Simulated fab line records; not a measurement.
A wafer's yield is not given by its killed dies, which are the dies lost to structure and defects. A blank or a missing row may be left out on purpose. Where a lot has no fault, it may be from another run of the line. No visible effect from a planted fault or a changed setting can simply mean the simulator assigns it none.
Split-lot experiment :: flow n5Finfet :: route with 1938 steps; 7 lots, 21 wafers read

## ABOUT THE SPLIT
At N5_BEOL_M14_COAT_04 (resist thk 800 nm), the setting spinRpm was moved away from the recipe's 1704 rpm on 4 of the 21 wafers read, by -6.5% to +6.6%. This setting was run at the recipe's value on the other wafers.

## FROM THE SPLIT TO THE READING: what the file shows between them, 4 steps
- N5_BEOL_M14_EBR_06
- N5_BEOL_M14_SOFTBAKE_05: time 60 s
- N5_BEOL_M14_DESCUM_15: chemistry O2, time 7.9 s
- N5_BEOL_M14_ETCH_59: etches BARC in N2/H2, target depth 89 nm, overetch 26.7 nm, time 67.9 s

## THE READING
coat_of_BEOL_M14_COAT_04.thkNm (the simulator's own value, which no gauge read), in nm, at N5_BEOL_M14_VIA_ETCH_16 (etches SiO2 in C4F8/O2/Ar, target depth 1231.3 nm). The file does not state a usual value for it. The 17 wafers here that ran the recipe average 451.9 nm, standard deviation 7.4 nm.

wafer: L078.1
tool, chamber at the split: lithoTrack-05, 0
spinRpm as run, rpm: 1704
against the recipe: recipe
coat_of_BEOL_M14_COAT_04.thkNm, nm: 462.8
against lot-mates on the recipe: -

wafer: L078.2
tool, chamber at the split: lithoTrack-05, 0
spinRpm as run, rpm: 1704
against the recipe: recipe
coat_of_BEOL_M14_COAT_04.thkNm, nm: 460
against lot-mates on the recipe: -

wafer: L078.6
tool, chamber at the split: lithoTrack-05, 0
spinRpm as run, rpm: 1704
against the recipe: recipe
coat_of_BEOL_M14_COAT_04.thkNm, nm: 455.2
against lot-mates on the recipe: -

wafer: L079.1
tool, chamber at the split: lithoTrack-04, 0
spinRpm as run, rpm: 1704
against the recipe: recipe
coat_of_BEOL_M14_COAT_04.thkNm, nm: 452.8
against lot-mates on the recipe: -

wafer: L079.3
tool, chamber at the split: lithoTrack-04, 0
spinRpm as run, rpm: 1704
against the recipe: recipe
coat_of_BEOL_M14_COAT_04.thkNm, nm: 461.6
against lot-mates on the recipe: -

wafer: L079.5
tool, chamber at the split: lithoTrack-04, 0
spinRpm as run, rpm: 1594
against the recipe: -6.5%
coat_of_BEOL_M14_COAT_04.thkNm, nm: 478
against lot-mates on the recipe: +20.8

wafer: L080.2
tool, chamber at the split: lithoTrack-02, 0
spinRpm as run, rpm: 1704
against the recipe: recipe
coat_of_BEOL_M14_COAT_04.thkNm, nm: 446.4
against lot-mates on the recipe: -

wafer: L080.3
tool, chamber at the split: lithoTrack-02, 0
spinRpm as run, rpm: 1704
against the recipe: recipe
coat_of_BEOL_M14_COAT_04.thkNm, nm: 452.4
against lot-mates on the recipe: -

wafer: L080.4
tool, chamber at the split: lithoTrack-02, 0
spinRpm as run, rpm: 1816
against the recipe: +6.6%
coat_of_BEOL_M14_COAT_04.thkNm, nm: 426.8
against lot-mates on the recipe: -22.6

wafer: L082.2
tool, chamber at the split: lithoTrack-02, 0
spinRpm as run, rpm: 1704
against the recipe: recipe
coat_of_BEOL_M14_COAT_04.thkNm, nm: 445
against lot-mates on the recipe: -

wafer: L082.5
tool, chamber at the split: lithoTrack-02, 0
spinRpm as run, rpm: 1704
against the recipe: recipe
coat_of_BEOL_M14_COAT_04.thkNm, nm: 442.2
against lot-mates on the recipe: -

wafer: L082.6
tool, chamber at the split: lithoTrack-02, 0
spinRpm as run, rpm: 1704
against the recipe: recipe
coat_of_BEOL_M14_COAT_04.thkNm, nm: 438.4
against lot-mates on the recipe: -

wafer: L084.4
tool, chamber at the split: lithoTrack-02, 0
spinRpm as run, rpm: 1704
against the recipe: recipe
coat_of_BEOL_M14_COAT_04.thkNm, nm: 453.4
against lot-mates on the recipe: -

wafer: L084.5
tool, chamber at the split: lithoTrack-02, 0
spinRpm as run, rpm: 1704
against the recipe: recipe
coat_of_BEOL_M14_COAT_04.thkNm, nm: 443.8
against lot-mates on the recipe: -

wafer: L084.6
tool, chamber at the split: lithoTrack-02, 0
spinRpm as run, rpm: 1704
against the recipe: recipe
coat_of_BEOL_M14_COAT_04.thkNm, nm: 456.2
against lot-mates on the recipe: -

wafer: L093.1
tool, chamber at the split: lithoTrack-02, 0
spinRpm as run, rpm: 1640
against the recipe: -3.8%
coat_of_BEOL_M14_COAT_04.thkNm, nm: 470.4
against lot-mates on the recipe: +28.2

wafer: L093.3
tool, chamber at the split: lithoTrack-02, 0
spinRpm as run, rpm: 1640
against the recipe: -3.8%
coat_of_BEOL_M14_COAT_04.thkNm, nm: 470.6
against lot-mates on the recipe: +28.4

wafer: L093.4
tool, chamber at the split: lithoTrack-02, 0
spinRpm as run, rpm: 1704
against the recipe: recipe
coat_of_BEOL_M14_COAT_04.thkNm, nm: 442.2
against lot-mates on the recipe: -

wafer: L097.1
tool, chamber at the split: lithoTrack-04, 0
spinRpm as run, rpm: 1704
against the recipe: recipe
coat_of_BEOL_M14_COAT_04.thkNm, nm: 460.8
against lot-mates on the recipe: -

wafer: L097.3
tool, chamber at the split: lithoTrack-04, 0
spinRpm as run, rpm: 1704
against the recipe: recipe
coat_of_BEOL_M14_COAT_04.thkNm, nm: 455.6
against lot-mates on the recipe: -

wafer: L097.6
tool, chamber at the split: lithoTrack-04, 0
spinRpm as run, rpm: 1704
against the recipe: recipe
coat_of_BEOL_M14_COAT_04.thkNm, nm: 453.4
against lot-mates on the recipe: -

FIT RESULTS
A straight line over all 21 wafers: coat_of_BEOL_M14_COAT_04.thkNm changes by -4.16 nm for each +1% of spinRpm; r = -0.82; the points scatter about the line by 7 nm.
The same after taking each lot's own level away (the mean of its wafers on the recipe; 21 wafers): -4.31 nm for each +1%; r = -0.88; scatter 5.5 nm.
That fit puts the effect of the largest move of spinRpm on the reading at 28 nm.
The span of the lots' own levels, 441.87 to 459.33 nm, comes to 2.4 times the standard deviation stated above.
Hence the lot-to-lot level has little effect on the slope; both slopes agree.
Check: with one of the wafers moved furthest among these (+6.6%) left out of the fit, the line predicts -31.5 nm for it against its lot-mates. It came out at -22.6 nm against them.

## THESE WAFERS: OTHER SPLITS
These wafers also went through other splits before the reading. Each is held against what the fit with the lots' levels taken away leaves over:
other split on the same wafers: N5_BEOL_M12_VIA_ETCH_16 targetDepthA
wafers away from the commonest value: 5
r with coat_of_BEOL_M14_COAT_04.thkNm (lot level and that fit taken away): +0.36

other split on the same wafers: N5_BEOL_M13_EXPOSE_25 doseMj
wafers away from the commonest value: 3
r with coat_of_BEOL_M14_COAT_04.thkNm (lot level and that fit taken away): -0.27

## THE WHOLE CHAIN: every reading that the file lists as answering this split, in the file's order
step: N5_BEOL_M14_COAT_04
what it does: resist thk 800 nm
reading: coat_of_BEOL_M14_COAT_04.thkNm (the simulator's own value, which no gauge read)
change (the file's fit): -4.08 nm for each +1% of the setting
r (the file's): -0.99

step: N5_BEOL_M14_ETCH_59
what it does: etches BARC in N2/H2, target depth 89 nm, overetch 26.7 nm, time 67.9 s
reading: coat_of_BEOL_M14_COAT_04.thkNm (the simulator's own value, which no gauge read)
change (the file's fit): -4.15 nm for each +1% of the setting
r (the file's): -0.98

step: N5_BEOL_M14_VIA_ETCH_16
what it does: etches SiO2 in C4F8/O2/Ar, target depth 1231.3 nm
reading: coat_of_BEOL_M14_COAT_04.thkNm (the simulator's own value, which no gauge read)
change (the file's fit): -3.93 nm for each +1% of the setting
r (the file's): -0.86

## THE FILE'S OWN FIT
coat_of_BEOL_M14_COAT_04.thkNm changes by -3.93 nm for each +1% of spinRpm, r = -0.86.
